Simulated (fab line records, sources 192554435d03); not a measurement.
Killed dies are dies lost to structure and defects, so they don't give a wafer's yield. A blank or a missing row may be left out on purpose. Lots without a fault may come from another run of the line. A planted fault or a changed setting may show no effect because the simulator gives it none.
Problem report in the 8D (eight disciplines) form, filled by code | flow n5_finfet | the parts of the form that need people (team, actions taken, sign-off) are left out

1. THE PROBLEM
cd_nm at N5_BEOL_M10_CD_MEAS_28 reads a mean of 80.0 nm on 6 wafers of 2 lots; wafers without a fault read 70.0 nm with a standard deviation of 0.86. That is +12 standard deviations from the usual mean.
The step: target cd 70 nm.
First seen on wafer L747.2, day 14 16:22, on cd_sem-03. The record holds 36 wafers of 12 lots with a number at this step. Rule for "out", or "out of limits": more than 4 standard deviations from the usual mean. The other wafers with a number count as sound.

2. WHAT IT IS AND WHAT IT IS NOT
question                    | is                     | is not
which readings at this step | cd_nm                  | -
which lots                  | L747, L750             | L734, L735, L736, L738, L739, L742, L745, L752, L753, L754
which wafers of those lots  | all that have a number | -
read on which gauges        | cd_sem-02, cd_sem-03   | cd_sem-01
when                        | from day 14 16:22      | up to then (21 sound wafers); but 9 sound wafers of L752, L753, L754 came after

3. SUSPECTS, AND WHAT RULES EACH OUT
Counting: a tool at a process step up to the reading stays a suspect if it ran every lot that is out and no sound lot after the first of them.
- the gauge at N5_BEOL_M10_CD_MEAS_28: ruled out. The wafers that are out were read on 2 gauges (cd_sem-02, cd_sem-03).
- arfi_scanner-02 at N5_BEOL_M10_EXPOSE_25 (exposes mask V9): kept. It ran every lot that is out, first L747 (day 14 16:14), and no sound lot after that; its last sound lot up to then is L745 (day 13 08:17). Its own readings are out on those wafers: exposure_dose_mJ_cm2.
Left after counting: arfi_scanner-02 at N5_BEOL_M10_EXPOSE_25.

4. THE CAUSE (what the simulator had put in)
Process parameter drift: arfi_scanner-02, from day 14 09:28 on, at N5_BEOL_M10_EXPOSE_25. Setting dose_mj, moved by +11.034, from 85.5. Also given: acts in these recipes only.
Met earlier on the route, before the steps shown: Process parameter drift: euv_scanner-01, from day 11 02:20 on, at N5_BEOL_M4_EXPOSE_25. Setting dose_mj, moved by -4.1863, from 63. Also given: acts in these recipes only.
Counting left only this tool.

5. THE CHAIN OF EFFECTS, in route order
Each row: a reading whose mean over the struck wafers that have a number lies more than 3 standard deviations from the usual. Only readings for which the record gives a usual standard deviation are gone through. hours: the time from each lot's start at the first step in this table that gives one to its start at this step, as a median over the lots. sigmas: the change in usual standard deviations.
hours | step                   | reading              | usual   | on struck wafers | change | sigmas
0     | N5_BEOL_M10_EXPOSE_25  | exposure_dose_mJ_cm2 | 85.46   | 95.30            | +9.84  | +99 or more
0     | N5_BEOL_M10_CD_MEAS_28 | cd_nm                | 70.0 nm | 80.0             | +10.0  | +12
The process steps in it:
- N5_BEOL_M10_EXPOSE_25: exposes mask V9.
Later measuring or inspecting steps at which every struck wafer that the step has a row for has a number for every such reading, and none has moved that far: N5_BEOL_M10_OVL_MEAS_29.

6. WHAT WOULD HAVE CAUGHT IT SOONER
In this record the first reading out of limits at a measuring or inspecting step was taken at day 14 16:22, 7 hours after the fault began at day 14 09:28.
The tool's own readings at N5_BEOL_M10_EXPOSE_25 were out on every struck wafer that the step has a row for (exposure_dose_mJ_cm2): an alarm limit on them would have fired on the first of those.
Of the lots that are out (2), L750 began N5_BEOL_M10_EXPOSE_25 on arfi_scanner-02 after day 14 16:22. A hold on the tool at that time would have spared it.
